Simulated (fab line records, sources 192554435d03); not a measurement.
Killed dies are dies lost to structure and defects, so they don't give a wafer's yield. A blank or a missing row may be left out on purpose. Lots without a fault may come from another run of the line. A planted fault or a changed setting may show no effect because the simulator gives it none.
fab line records | flow n5_finfet
record lots=9 wafers=24 last_day=17
route steps=1938 shown BEOL_M1@775 BEOL_M4@1111 PASSIVATION@1936
lots that met no fault: from a run of the same line without faults
start_h: hours from the record's first day to the start of the lot's first wafer shown | wait_h: hours since the lot's step before | " the same as in the row above | L1.1+2: a row that stands for several wafers | - no value, or no start given | * or withheld: withheld | < > ~ a bound
route shown NAME@n: a module of which the file shows steps, and the number in the route of the first | usual: mean/standard deviation of fault-free wafers | same: alike in all rows | chamber/n: place in a boat | sites: the reading at each site | _std_site: their standard deviation | _edge_site: outer sites' mean less inner sites' | radius_mm: how far each site lies from the wafer's centre | mask NAME#n: copy n | behind: the tool/chamber that last shaped the wafer | hold: why the lot was held/for how many hours/how that ended | device: the transistor (n, p or np) that didn't switch | end of line: the same wafers' tests at the end of the route | a step without rows: its recipe alone | killed: dies lost to structure and defects at the first sort, not the wafer's yield | map: a wafer's dies, x killed, . not, _ none there
set.NAME: the setting as run; set.NAME@STEP: as run at that earlier step | model.NAME: the simulator's own value behind a step, which no gauge read
steps of the route over a sample of lots; a table a step, a row a wafer
services: from which hour (start_h, from the record's first day; less than 0 if before it) a tool's chamber was out of use, for how many hours, and why
## steps
# step N5_BEOL_M1_STRIP_19
# recipe chemistry=O2 power_w=400 temp_c=40 pressure_mtorr=30 rf_frequency_hz=6e+07 bias_power_w=0 overash_fraction=0.2 o2_flow_sccm=225
# usual drypump_motor_current_A=5.6/0.46 oes_product_au=0.79/0.087 rf_vpp_V=3.6/0.46 showerhead_plenum_p_Torr=2.06/0.085 throttle_valve_pct=16.77/0.26
# columns lot.wafer tool chamber start_h wait_h drypump_motor_current_A oes_product_au rf_hours_counter_h rf_vpp_V showerhead_plenum_p_Torr throttle_valve_pct
L663.4 rie_diel-02 1 129.94 0.1 5.4 0.72 215 3.1 2.08 17.16
L663.5 " 3 " " 6.0 0.67 - 3.4 2.14 16.73
L663.6 " 0 " " 5.7 0.76 - 4.4 1.95 16.94
L672.2 rie_diel-03 2 181.03 0.1 5.3 0.86 44 3.5 2.06 16.78
L672.3 " 1 " " 5.0 0.89 27 4.0 2.23 16.34
L672.6 " 1 " " 5.0 0.89 - 3.5 2.23 16.34
L673.2 rie_diel-03 1 187.51 0.1 5.1 0.88 30 3.8 2.22 16.37
L673.4 " 2 " " 5.3 0.87 - 4.1 2.06 16.77
L673.5 " 1 " " 5.1 0.89 - 3.3 2.22 16.35
L676.1 rie_diel-02 0 206.51 0.1 5.7 0.74 149 3.6 1.94 17.00
L676.5 " 2 " " 5.6 0.82 - 3.7 2.03 16.65
L679.2 rie_diel-03 1 221.80 0.1 5.0 0.87 45 3.6 2.22 16.38
L679.6 " 2 " " 5.2 0.86 - 3.9 2.05 16.82
L680.1 rie_diel-06 2 227.93 0.1 4.7 0.69 242 4.2 2.06 17.02
L680.2 " 0 " " 6.2 0.71 234 3.9 1.97 17.10
L681.2 rie_diel-02 1 232.31 0.1 5.4 0.70 247 3.3 2.07 17.20
L681.3 " 3 " " 6.0 0.95 16 3.7 2.13 16.29
L681.4 " 2 " " 5.6 0.82 91 3.5 2.03 16.65
L683.2 rie_diel-02 3 248.22 0.1 6.0 0.93 21 3.5 2.13 16.31
L683.5 " 2 " " 5.7 0.81 - 3.3 2.03 16.67
L683.6 " 0 " " 5.7 0.73 - 3.7 1.94 17.02
L685.2 rie_diel-02 3 263.51 0.1 6.0 0.91 28 4.9 2.13 16.31
L685.4 " 2 " " 5.7 0.81 103 3.6 2.02 16.66
L685.6 " 1 " " 5.4 1.00 - 3.0 2.07 16.71
# step N5_BEOL_M1_ETCH_69
# recipe chemistry=CF4 target=SiARC target_depth_a=156 mask_material=CAR-EUV time_s=26 ion_energy_ev=80 pressure_mtorr=40 source_w=545 bias_w=36 Ar_flow_sccm=100 cf4_flow_sccm=100 ends=cleared
# usual drypump_motor_current_A=5.6/0.47 etch_rf_on_time_s=26.6/0.82 oes_product_au=0.67/0.071 rf_fwd_power_W=531.9/2.1 rf_vpp_V=183.6/1.3 showerhead_plenum_p_Torr=2.11/0.087 throttle_valve_pct=15.70/0.27
# columns lot.wafer tool chamber start_h wait_h drypump_motor_current_A etch_rf_on_time_s oes_product_au rf_fwd_power_W rf_hours_counter_h rf_vpp_V showerhead_plenum_p_Torr throttle_valve_pct
L663.4 rie_diel-06 1 130.50 0.0 5.4 25.1 0.70 532.5 82 185.2 2.27 15.50
L663.5 " 3 " " 4.8 25.4 0.73 531.0 - 182.9 2.15 15.55
L663.6 " 0 " " 6.2 26.2 0.61 530.3 - 181.5 2.05 16.12
L672.2 rie_diel-02 3 181.72 0.0 6.0 27.8 0.81 532.6 2 186.0 2.20 15.30
L672.3 " 1 " " 5.5 26.7 0.58 533.5 231 184.0 2.11 16.06
L672.6 " 0 " " 5.7 26.9 0.62 528.4 - 180.5 2.00 15.93
L673.2 rie_diel-03 2 188.20 0.0 5.2 27.0 0.72 533.1 46 184.0 2.08 15.58
L673.4 " 3 " " 6.5 26.9 0.59 536.6 - 183.7 2.03 15.75
L673.5 " 1 " " 5.0 26.8 0.74 530.5 - 184.5 2.27 15.30
L676.1 rie_diel-03 1 207.19 0.0 5.0 26.1 0.74 529.4 39 185.1 2.27 15.32
L676.5 " 3 " " 6.5 26.7 0.58 538.5 - 182.5 2.03 15.76
L679.2 rie_diel-02 2 222.50 0.0 5.6 26.7 0.70 530.4 88 182.8 2.07 15.56
L679.6 " 3 " " 6.0 27.4 0.79 528.3 - 184.4 2.20 15.32
L680.1 rie_diel-02 1 228.62 0.0 5.5 27.1 0.57 534.5 245 185.5 2.11 16.10
L680.2 " 2 " " 5.7 26.9 0.69 532.1 90 181.7 2.07 15.55
L681.2 rie_diel-02 0 233.00 0.0 5.7 26.5 0.62 531.9 157 181.4 1.99 15.97
L681.3 " 3 " " 6.0 27.6 0.78 532.6 16 184.7 2.20 15.31
L681.4 " 1 " " 5.5 26.9 0.57 534.3 247 184.7 2.11 16.11
L683.2 rie_diel-02 2 248.79 0.0 5.6 26.9 0.69 531.0 96 183.4 2.07 15.55
L683.5 " 3 " " 6.0 27.6 0.77 531.9 - 184.1 2.20 15.31
L683.6 " 0 " " 5.7 26.6 0.62 530.2 - 181.0 1.99 15.98
L685.2 rie_diel-02 3 264.08 0.0 6.0 27.7 0.76 530.0 28 183.9 2.20 15.32
L685.4 " 1 " " 5.4 27.0 0.82 535.1 0 183.9 2.11 15.58
L685.6 " 2 " " 5.7 26.6 0.69 532.2 - 183.4 2.07 15.58
# step N5_BEOL_M1_ETCHBACK_99
# recipe chemistry=CHF3 target=SiO2 target_depth_a=50 time_s=10.4 source_w=215 bias_w=47 Ar_flow_sccm=200 CHF3_flow_sccm=12 ion_energy_ev=100 pressure_mtorr=30
# usual drypump_motor_current_A=5.5/0.55 oes_product_au=0.78/0.081 rf_vpp_V=236/4.8 showerhead_plenum_p_Torr=2.13/0.099 throttle_valve_pct=17.14/0.23
# columns lot.wafer tool chamber start_h wait_h drypump_motor_current_A oes_product_au rf_hours_counter_h rf_vpp_V showerhead_plenum_p_Torr throttle_valve_pct
L663.4 rie_diel-06 0 130.80 0.1 6.2 0.71 208 244 2.04 17.47
L663.5 " 2 " " 4.7 0.69 - 235 2.15 17.43
L663.6 " 1 " " 5.4 0.82 - 236 2.28 16.99
L672.2 rie_diel-06 1 182.98 1.1 5.4 0.80 99 235 2.28 17.01
L672.3 " 3 " " 4.7 0.83 94 237 2.14 16.98
L672.6 " 3 " " 4.8 0.83 - 238 2.14 17.00
L673.2 rie_diel-06 3 192.24 3.4 4.7 0.83 96 239 2.14 16.98
L673.4 " 2 " " 4.7 0.69 230 236 2.14 17.48
L673.5 " 3 " " 4.7 0.83 - 236 2.14 17.00
L676.1 rie_diel-02 1 210.81 3.5 5.4 0.68 240 230 2.12 17.57
L676.5 " 1 " " 5.5 0.68 - 228 2.13 17.57
L679.2 rie_diel-03 3 230.16 7.5 6.5 0.68 252 230 2.01 17.08
L679.6 " 3 " " 6.5 0.67 - 230 2.01 17.08
L680.1 rie_diel-03 3 234.06 4.9 6.5 0.67 254 230 2.01 17.09
L680.2 " 1 " " 5.1 0.85 49 234 2.28 16.80
L681.2 rie_diel-03 1 237.86 4.7 5.0 0.84 51 234 2.28 16.82
L681.3 " 2 " " 5.3 0.82 67 240 2.09 17.18
L681.4 " 1 " " 5.1 0.83 - 234 2.28 16.82
L683.2 rie_diel-03 2 249.84 0.9 5.3 0.81 72 239 2.09 17.19
L683.5 " 1 " " 5.0 0.83 - 234 2.28 16.81
L683.6 " 3 " " 6.4 0.67 - 230 2.00 17.11
L685.2 rie_diel-03 1 265.21 0.1 5.1 0.84 62 233 2.27 16.82
L685.4 " 2 " " 5.3 0.81 - 239 2.09 17.20
L685.6 " 1 " " 5.0 0.84 - 235 2.27 16.83
# step N5_BEOL_M1_TRENCH_ETCH_37
# recipe chemistry=C4F6/O2 target_depth_a=552.07 target=SiOC time_s=29 ion_energy_ev=250 pressure_mtorr=30 source_w=355 bias_w=185 Ar_flow_sccm=300 C4F6_flow_sccm=10 O2_flow_sccm=10
# usual drypump_motor_current_A=5.5/0.55 oes_product_au=0.78/0.081 rf_fwd_power_W=349.6/2 rf_vpp_V=653/13 showerhead_plenum_p_Torr=2.83/0.13 throttle_valve_pct=20.93/0.24
# columns lot.wafer tool chamber start_h wait_h drypump_motor_current_A oes_product_au rf_fwd_power_W rf_hours_counter_h rf_vpp_V showerhead_plenum_p_Torr throttle_valve_pct
L663.4 rie_diel-06 0 131.04 - 6.2 0.72 348.1 208 676 2.70 21.28
L663.5 " 2 " " 4.7 0.69 350.1 - 650 2.84 21.25
L663.6 " 1 " " 5.4 0.82 349.4 - 648 3.01 20.81
L672.2 rie_diel-06 1 183.22 - 5.4 0.76 264.0 99 746 3.01 20.81
L672.3 " 3 " " 4.7 0.79 260.2 94 752 2.83 20.72
L672.6 " 3 " " 4.8 0.78 261.7 - 754 2.83 20.72
L673.2 rie_diel-06 3 192.48 - 4.8 0.77 260.0 96 753 2.83 20.72
L673.4 " 2 " " 4.7 0.64 266.0 230 747 2.83 21.25
L673.5 " 3 " " 4.7 0.78 260.5 - 752 2.83 20.71
L676.1 rie_diel-02 1 211.04 - 5.4 0.67 350.5 240 637 2.81 21.35
L676.5 " 1 " " 5.4 0.68 348.9 - 639 2.81 21.36
L679.2 rie_diel-03 3 230.40 - 6.4 0.67 352.1 252 637 2.66 20.79
L679.6 " 3 " " 6.4 0.68 351.0 - 637 2.66 20.79
L680.1 rie_diel-03 3 234.30 - 6.4 0.67 351.8 254 636 2.66 20.77
L680.2 " 1 " " 5.0 0.84 350.3 49 648 3.01 20.63
L681.2 rie_diel-03 1 238.10 - 5.0 0.84 348.7 51 646 3.01 20.62
L681.3 " 2 " " 5.3 0.82 347.1 67 662 2.77 20.96
L681.4 " 1 " " 5.0 0.84 350.4 - 647 3.01 20.61
L683.2 rie_diel-03 2 250.08 - 5.3 0.81 348.6 72 663 2.77 20.98
L683.5 " 1 " " 5.0 0.84 349.7 - 648 3.01 20.62
L683.6 " 3 " " 6.5 0.67 351.6 - 636 2.66 20.80
L685.2 rie_diel-03 1 265.44 - 5.0 0.83 349.5 62 647 3.00 20.64
L685.4 " 2 " " 5.3 0.81 347.2 - 663 2.76 20.98
L685.6 " 1 " " 5.0 0.82 350.3 - 648 3.00 20.66
# step N5_BEOL_M1_OCD_MEAS_38
# usual trench_depth_nm=54.2/1.3
# columns lot.wafer tool chamber start_h wait_h trench_depth_nm
L663.4 ocd-01 - 131.20 - 54.3
L663.5 " - " " 52.6
L663.6 " - " " 56.1
L672.2 ocd-02 - 183.38 - 51.0
L672.3 " - " " 50.8
L672.6 " - " " 51.2
L673.2 ocd-02 - 192.64 - 49.3
L673.4 " - " " 47.1
L673.5 " - " " 49.9
L676.1 ocd-01 - 211.20 - 52.7
L676.5 " - " " 54.4
L679.2 ocd-02 - 230.56 - 53.3
L679.6 " - " " 52.5
L680.1 ocd-01 - 234.45 - 52.9
L680.2 " - " " 55.2
L681.2 ocd-01 - 238.25 - 53.2
L681.3 " - " " 53.8
L681.4 " - " " 53.8
L683.2 ocd-02 - 250.24 - 54.6
L683.5 " - " " 54.0
L683.6 " - " " 52.7
L685.2 ocd-01 - 265.60 - 54.8
L685.4 " - " " 54.3
L685.6 " - " " 53.6
# step N5_BEOL_M4_RC_MEAS_101
# usual DIBL_N=36.0/1.9 DIBL_P=35.6/2.4 IOFF_N=0.16/0.036 IOFF_P=0.21/0.04 ION_N=673/14 ION_P=460/8.9 SS_N=71.5/0.67 SS_P=73.2/0.73 VT_N=249/3.6 VT_P=-250/3.7
# columns lot.wafer tool chamber start_h wait_h DIBL_N[mV/V] DIBL_P[mV/V] IOFF_N[nA/um] IOFF_P[nA/um] ION_N[uA/um] ION_P[uA/um] SS_N[mV/dec] SS_P[mV/dec] VT_N[mV] VT_P[mV]
L663.4 prober-02 0 169.38 0.5 35.0 35.2 0.15 0.16 683 458 72.3 72.4 252 -255
L663.5 " 0 " " 31.5 31.6 0.10 0.12 661 449 70.8 71.6 259 -261
L663.6 " 0 " " 34.7 35.5 0.14 0.16 668 456 71.4 72.9 252 -256
L672.2 prober-01 0 221.77 0.2 36.5 35.0 0.15 0.19 648 445 72.1 73.2 252 -253
L672.3 " 0 " " 36.0 36.1 0.15 0.20 683 468 71.6 72.8 249 -253
L672.6 " 0 " " 36.5 35.3 0.16 0.19 658 447 71.5 73.2 249 -251
L673.2 prober-01 0 227.67 0.2 35.5 35.0 0.14 0.18 663 460 71.0 72.9 250 -253
L673.4 " 0 " " 38.2 38.7 0.18 0.23 682 470 71.9 74.3 250 -249
L673.5 " 0 " " 33.9 32.8 0.11 0.15 653 453 70.6 72.7 255 -254
L676.1 prober-02 0 257.32 0.0 32.8 33.5 0.12 0.15 679 457 70.1 71.7 250 -257
L676.5 " 0 " " 37.4 37.4 0.19 0.21 688 459 71.7 73.4 244 -252
L679.2 prober-02 0 266.33 0.2 35.5 37.5 0.16 0.23 687 473 71.1 72.7 245 -248
L679.6 " 0 " " 37.0 38.7 0.18 0.23 684 469 71.7 73.9 246 -248
L681.2 prober-02 0 276.21 0.2 34.6 35.0 0.15 0.19 677 467 71.4 73.3 249 -251
L681.3 " 0 " " 33.1 32.2 0.11 0.15 664 461 70.9 72.4 254 -255
L681.4 " 0 " " 36.2 36.5 0.16 0.21 672 468 71.1 73.8 249 -249
L680.1 prober-02 0 281.37 0.0 31.0 30.6 0.10 0.15 662 456 69.6 72.0 257 -254
L680.2 " 0 " " 36.8 37.6 0.19 0.26 685 464 71.5 73.7 245 -248
L683.2 prober-01 0 286.13 0.2 33.6 33.4 0.13 0.21 656 457 71.0 73.3 249 -245
L683.5 " 0 " " 33.4 34.0 0.12 0.21 667 469 70.7 72.3 253 -245
L683.6 " 0 " " 35.7 36.4 0.15 0.25 667 461 72.1 74.2 248 -247
L685.2 prober-02 0 310.84 0.2 34.9 36.5 0.16 0.20 684 467 71.0 72.7 248 -249
L685.4 " 0 " " 34.4 35.7 0.15 0.19 678 459 71.3 72.7 251 -254
L685.6 " 0 " " 34.5 35.4 0.14 0.18 664 456 71.2 72.9 250 -253
# step N5_PASSIVATION_PROBE_49
# usual defect_limited_yield=91.2/1.4 killed_at_M0_to_M3=32/9.3 killed_at_M4_up=14/4.9 killed_at_contacts=15/7.5 killed_at_front_end=40/11 killed_at_other=4/3.3 killed_dies=104/17 killed_open=68/14 killed_short=33/7.9 sort_bin_5_function=5.2/0.99 sort_bin_6_memory=3.2/0.65 sort_n_pass=1076/17 sort_yield_pct=91.1/1.5
# same gross_dies=1180 killed_at_back_side=0 sort_bin_4_leakage[%]=0 sort_bin_8_speed[%]=0
# columns lot.wafer tool chamber start_h wait_h defect_limited_yield[%] killed_at_M0_to_M3 killed_at_M4_up killed_at_contacts killed_at_front_end killed_at_other killed_dies killed_open killed_short sort_bin_5_function[%] sort_bin_6_memory[%] sort_n_pass sort_yield_pct[%]
L663.4 prober-01 - 272.95 0.2 91.9 18 25 20 26 7 96 67 29 4.8 3.2 1084 91.9
L663.5 prober-01 - 273.00 0.2 92.3 34 16 13 27 1 91 64 27 4.2 3.1 1089 92.3
L663.6 prober-01 - 273.05 0.3 93.9 26 11 7 27 1 72 54 17 3.9 1.9 1108 93.9
L672.2 prober-02 - 319.84 0.1 89.8 45 15 20 22 18 120 78 39 6.3 3.5 1060 89.8
L672.3 prober-02 - 319.89 0.1 90.8 41 12 20 31 4 108 55 52 5.8 3.0 1072 90.8
L672.6 prober-02 - 320.04 0.3 91.5 34 13 22 25 6 100 65 34 5.1 3.2 1080 91.5
L673.2 prober-02 - 324.91 0.1 91.4 34 22 14 27 5 102 56 44 5.3 2.9 1078 91.4
L673.4 prober-02 - 325.01 0.2 89.8 26 13 11 61 9 120 61 38 5.3 3.2 1060 89.8
L673.5 prober-02 - 325.06 0.2 89.5 34 12 25 46 7 124 79 38 6.4 3.8 1056 89.5
L676.1 prober-01 - 356.32 0.0 92.5 39 7 5 33 5 89 54 31 4.2 3.0 1091 92.5
L676.5 prober-01 - 356.52 0.2 92.8 32 14 9 30 0 85 52 31 4.0 3.1 1095 92.8
L679.2 prober-01 - 365.91 0.1 91.7 31 9 16 31 11 98 64 25 5.1 3.0 1082 91.7
L679.6 prober-01 - 366.11 0.3 89.7 32 15 20 52 2 121 83 37 6.2 3.8 1059 89.7
L681.2 prober-02 - 374.98 0.1 91.7 25 6 17 47 3 98 77 21 5.1 3.1 1082 91.7
L681.3 prober-02 - 375.03 0.1 93.1 23 13 1 43 2 82 58 21 4.1 2.5 1098 93.1
L681.4 prober-02 - 375.08 0.2 91.9 24 9 6 54 2 95 70 21 5.3 2.5 1085 91.9
L680.1 prober-02 - 378.42 0.0 89.9 38 14 19 46 2 119 82 36 6.1 3.6 1061 89.9
L680.2 prober-02 - 378.47 0.1 91.1 34 14 12 42 3 105 77 28 5.6 3.3 1075 91.1
L683.2 prober-02 - 384.68 0.1 91.4 32 7 13 48 2 102 62 30 4.7 3.0 1078 91.4
L683.5 prober-02 - 384.83 0.2 90.2 18 21 11 64 2 116 82 33 5.0 4.7 1064 90.2
L683.6 prober-02 - 384.88 0.3 92.5 20 9 12 43 4 88 65 21 4.7 2.6 1092 92.5
L685.2 prober-02 - 414.57 0.1 90.9 32 11 21 42 1 107 70 36 5.0 3.6 1073 90.9
L685.4 prober-02 - 414.67 0.2 90.8 29 19 14 45 1 108 76 28 5.6 3.4 1072 90.8
L685.6 prober-02 - 414.77 0.3 91.1 25 24 10 40 6 105 72 33 5.5 3.1 1075 91.1
# killed by level:class
L663.4 MOL_CONTACT_COAG:geometric_particle:open=18 BEOL_M4:geometric_particle:open=12 STI_FIN_REVEAL:geometric_particle:open=8 BEOL_M0_SAQP:geometric_particle:short=6 BEOL_M5:geometric_particle:open=6 BEOL_M0_SAQP:geometric_particle:open=4 STARTING-WAFER:geometric_particle:short=4 BEOL_M0:geometric_particle:open=3
L663.5 BEOL_M1:geometric_particle:open=10 MOL_CONTACT_COAG:geometric_particle:open=9 FIN_SAQP:geometric_particle:open=6 STI_FIN_REVEAL:geometric_particle:open=6 BEOL_M0:geometric_particle:open=6 BEOL_M0_SAQP:geometric_particle:open=5 BEOL_M4:geometric_particle:open=5 MOL_CONTACT_COAG:geometric_particle:short=4
L663.6 BEOL_M1:geometric_particle:open=10 STI_FIN_REVEAL:geometric_particle:open=9 MOL_CONTACT_COAG:geometric_particle:open=7 BEOL_M0_SAQP:geometric_particle:open=7 FIN_SAQP:geometric_particle:open=4 BEOL_M5:geometric_particle:open=4 STARTING-WAFER:geometric_particle:short=3 FIN_SAQP:geometric_particle:short=2
L672.2 BEOL_M3:geometric_particle:open=15 MOL_CONTACT_COAG:geometric_particle:open=12 BEOL_M0_SAQP:geometric_particle:open=10 MOL_CONTACT_COAG:geometric_particle:short=8 GATE_CUT:geometric_particle:open=6 PASS1_DEP:geometric_particle:open=5 BEOL_M0_SAQP:geometric_particle:short=5 BEOL_M3:geometric_particle:short=5
L672.3 MOL_CONTACT_COAG:geometric_particle:short=15 BEOL_M3:geometric_particle:open=10 FIN_SAQP:geometric_particle:short=9 BEOL_M3:geometric_particle:short=9 BEOL_M1:geometric_particle:open=7 FIN_SAQP:geometric_particle:open=6 DUMMY_GATE:geometric_particle:open=5 MOL_CONTACT_COAG:geometric_particle:open=5
L672.6 MOL_CONTACT_COAG:geometric_particle:open=17 BEOL_M3:geometric_particle:open=15 BEOL_M4:geometric_particle:open=7 FIN_SAQP:geometric_particle:short=6 GATE_CUT:geometric_particle:short=6 BEOL_M2:geometric_particle:open=6 FIN_SAQP:geometric_particle:open=5 MOL_CONTACT_COAG:geometric_particle:short=5
L673.2 BEOL_M0_SAQP:geometric_particle:short=11 BEOL_M4:geometric_particle:open=10 BEOL_M3:geometric_particle:open=8 MOL_CONTACT_COAG:geometric_particle:short=7 MOL_CONTACT_COAG:geometric_particle:open=7 FIN_SAQP:geometric_particle:open=5 FIN_SAQP:geometric_particle:short=5 BEOL_M0_SAQP:geometric_particle:open=5
L673.4 HKMG_FIN:area_etch=17 FIN_SAQP:geometric_particle:short=15 FIN_SAQP:geometric_particle:open=11 MOL_CONTACT_COAG:geometric_particle:open=10 STI_FIN_REVEAL:geometric_particle:open=8 BEOL_M0_SAQP:geometric_particle:open=6 BEOL_M3:geometric_particle:open=6 GATE_CUT:geometric_particle:short=4
L673.5 MOL_CONTACT_COAG:geometric_particle:open=23 FIN_SAQP:geometric_particle:open=12 FIN_SAQP:geometric_particle:short=12 BEOL_M0_SAQP:geometric_particle:open=6 BEOL_M3:geometric_particle:open=6 BEOL_M2:geometric_particle:open=6 BEOL_M1:geometric_particle:open=5 BEOL_M1:geometric_particle:short=5
L676.1 BEOL_M1:geometric_particle:open=14 FIN_SAQP:geometric_particle:short=8 BEOL_M2:geometric_particle:open=6 DUMMY_GATE:geometric_particle:open=4 MOL_CONTACT_COAG:geometric_particle:open=4 BEOL_M0_SAQP:geometric_particle:open=4 BEOL_M3:geometric_particle:open=4 STARTING-WAFER:geometric_particle:short=4
L676.5 MOL_CONTACT_COAG:geometric_particle:open=8 BEOL_M0_SAQP:geometric_particle:short=8 BEOL_M1:geometric_particle:open=8 STI_FIN_REVEAL:geometric_particle:open=7 BEOL_M0_SAQP:geometric_particle:open=6 BEOL_M2:geometric_particle:open=6 FIN_SAQP:geometric_particle:short=5 BEOL_M5:geometric_particle:short=5
L679.2 MOL_CONTACT_COAG:geometric_particle:open=11 PASSIVATION:area_etch=9 BEOL_M3:geometric_particle:open=8 STI_FIN_REVEAL:geometric_particle:open=6 MOL_CONTACT_COAG:geometric_particle:short=5 BEOL_M0_SAQP:geometric_particle:open=5 BEOL_M1:geometric_particle:open=5 DUMMY_GATE:geometric_particle:open=4
L679.6 MOL_CONTACT_COAG:geometric_particle:open=15 STI_FIN_REVEAL:geometric_particle:open=14 BEOL_M3:geometric_particle:open=11 FIN_SAQP:geometric_particle:open=8 BEOL_M0_SAQP:geometric_particle:open=7 GATE_CUT:geometric_particle:short=6 DUMMY_GATE:geometric_particle:open=6 BEOL_M0_SAQP:geometric_particle:short=6
L681.2 FIN_SAQP:geometric_particle:open=13 STI_FIN_REVEAL:geometric_particle:open=12 MOL_CONTACT_COAG:geometric_particle:open=10 MOL_CONTACT_COAG:geometric_particle:short=7 DUMMY_GATE:geometric_particle:open=7 BEOL_M2:geometric_particle:open=6 BEOL_M1:geometric_particle:open=5 BEOL_M3:geometric_particle:open=4
L681.3 FIN_SAQP:geometric_particle:open=10 DUMMY_GATE:geometric_particle:open=6 BEOL_M1:geometric_particle:open=5 STI_FIN_REVEAL:geometric_particle:open=4 DUMMY_GATE:geometric_particle:short=4 GATE_CUT:geometric_particle:short=4 BEOL_M0_SAQP:geometric_particle:open=4 BEOL_M4:geometric_particle:open=4
L681.4 FIN_SAQP:geometric_particle:open=12 DUMMY_GATE:geometric_particle:open=10 STI_FIN_REVEAL:geometric_particle:open=8 BEOL_M3:geometric_particle:open=8 MOL_CONTACT_COAG:geometric_particle:open=6 FIN_SAQP:geometric_particle:short=4 GATE_CUT:geometric_particle:open=4 BEOL_M1:geometric_particle:open=4
L680.1 MOL_CONTACT_COAG:geometric_particle:open=14 DUMMY_GATE:geometric_particle:open=10 BEOL_M0_SAQP:geometric_particle:open=9 BEOL_M4:geometric_particle:open=7 BEOL_M3:geometric_particle:open=7 STI_FIN_REVEAL:geometric_particle:open=6 GATE_CUT:geometric_particle:open=6 BEOL_M0_SAQP:geometric_particle:short=6
L680.2 FIN_SAQP:geometric_particle:open=10 MOL_CONTACT_COAG:geometric_particle:open=10 STI_FIN_REVEAL:geometric_particle:open=9 DUMMY_GATE:geometric_particle:open=9 BEOL_M0_SAQP:geometric_particle:short=8 BEOL_M2:geometric_particle:open=8 BEOL_M4:geometric_particle:open=7 BEOL_M0_SAQP:geometric_particle:open=7
L683.2 FIN_SAQP:geometric_particle:open=16 MOL_CONTACT_COAG:geometric_particle:open=11 BEOL_M1:geometric_particle:open=7 HKMG_FIN:area_etch=7 BEOL_M0_SAQP:geometric_particle:short=6 BEOL_M3:geometric_particle:open=5 FIN_SAQP:geometric_particle:short=4 STI_FIN_REVEAL:geometric_particle:open=4
L683.5 FIN_SAQP:geometric_particle:open=11 STI_FIN_REVEAL:geometric_particle:open=11 MOL_CONTACT_COAG:geometric_particle:open=10 BEOL_M4:geometric_particle:open=9 DUMMY_GATE:geometric_particle:open=6 STI_FIN_REVEAL:geometric_particle:short=6 BEOL_M3:geometric_particle:open=6 FIN_SAQP:geometric_particle:short=5
L683.6 STI_FIN_REVEAL:geometric_particle:open=15 FIN_SAQP:geometric_particle:open=10 MOL_CONTACT_COAG:geometric_particle:open=10 BEOL_M3:geometric_particle:open=7 BEOL_M4:geometric_particle:open=5 ILD0:geometric_particle:short=4 ILD0:geometric_particle:open=3 BEOL_M1:geometric_particle:open=3
L685.2 MOL_CONTACT_COAG:geometric_particle:open=15 FIN_SAQP:geometric_particle:open=12 BEOL_M0_SAQP:geometric_particle:short=11 BEOL_M0_SAQP:geometric_particle:open=8 BEOL_M3:geometric_particle:open=7 STI_FIN_REVEAL:geometric_particle:open=6 MOL_CONTACT_COAG:geometric_particle:short=6 FIN_SAQP:geometric_particle:short=5
L685.4 STI_FIN_REVEAL:geometric_particle:open=16 MOL_CONTACT_COAG:geometric_particle:open=13 BEOL_M1:geometric_particle:open=10 BEOL_M2:geometric_particle:open=6 BEOL_M4:geometric_particle:open=6 GATE_CUT:geometric_particle:short=5 STARTING-WAFER:geometric_particle:short=5 FIN_SAQP:geometric_particle:open=4
L685.6 STI_FIN_REVEAL:geometric_particle:open=16 BEOL_M2:geometric_particle:open=8 BEOL_M4:geometric_particle:open=7 MOL_CONTACT_COAG:geometric_particle:open=6 BEOL_M0_SAQP:geometric_particle:open=5 BEOL_M5:geometric_particle:short=5 STARTING-WAFER:geometric_particle:open=5 DUMMY_GATE:geometric_particle:open=4
## services
# columns tool chamber start_h hours kind
rie_diel-03 0 115.96 8.9 repair
rie_diel-02 3 159.07 - clean
rie_diel-02 3 159.07 - consumable_replace:focus_ring
rie_diel-02 3 159.07 16.3 scheduled_down
rie_diel-02 3 159.07 16.3 vent_cycle
rie_diel-06 0 163.38 9.6 repair
rie_diel-02 1 245.26 - clean
rie_diel-02 1 245.26 - consumable_replace:focus_ring
rie_diel-02 1 245.26 17.8 scheduled_down
rie_diel-02 1 245.26 17.8 vent_cycle
rie_diel-03 3 257.80 - clean
rie_diel-03 3 257.80 - consumable_replace:focus_ring
rie_diel-03 3 257.80 - consumable_replace:showerhead
rie_diel-03 3 257.80 16.7 scheduled_down
rie_diel-03 3 257.80 16.7 vent_cycle
rie_diel-06 2 262.16 - clean
rie_diel-06 2 262.16 - consumable_replace:focus_ring
rie_diel-06 2 262.16 25.1 scheduled_down
rie_diel-06 2 262.16 25.1 vent_cycle
## key
first_sign step=N5_BEOL_M1_TRENCH_ETCH_37 reading=rf_fwd_power_W direction=down sigmas=44 usual=* struck=*
effect step=N5_BEOL_M1_TRENCH_ETCH_37 reading=rf_vpp_V direction=up sigmas=7.4 usual=653 struck=751
effect step=N5_BEOL_M1_OCD_MEAS_38 reading=trench_depth_nm direction=down sigmas=3.3 usual=54.2 struck=49.9
met_at N5_BEOL_M1_TRENCH_ETCH_37
struck_lots L672,L673
baseline_loss step=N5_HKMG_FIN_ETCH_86 wafers=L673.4
not_acting_at N5_BEOL_M1_STRIP_19,N5_BEOL_M1_ETCH_69,N5_BEOL_M1_ETCHBACK_99
onset_between 131.04 183.22
fault kind=process_parameter_drift tool=rie_diel-06 chamber=- onset_h=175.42 steps=N5_BEOL_M1_TRENCH_ETCH_37 channel=source_w offset=-85.2 shape=step end_h=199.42 acts_in=these_recipes_only stated=355
# baseline_loss: these wafers lose ten dies or more at that step, a loss of the line's own and not of a fault; the sort's usual values leave them out
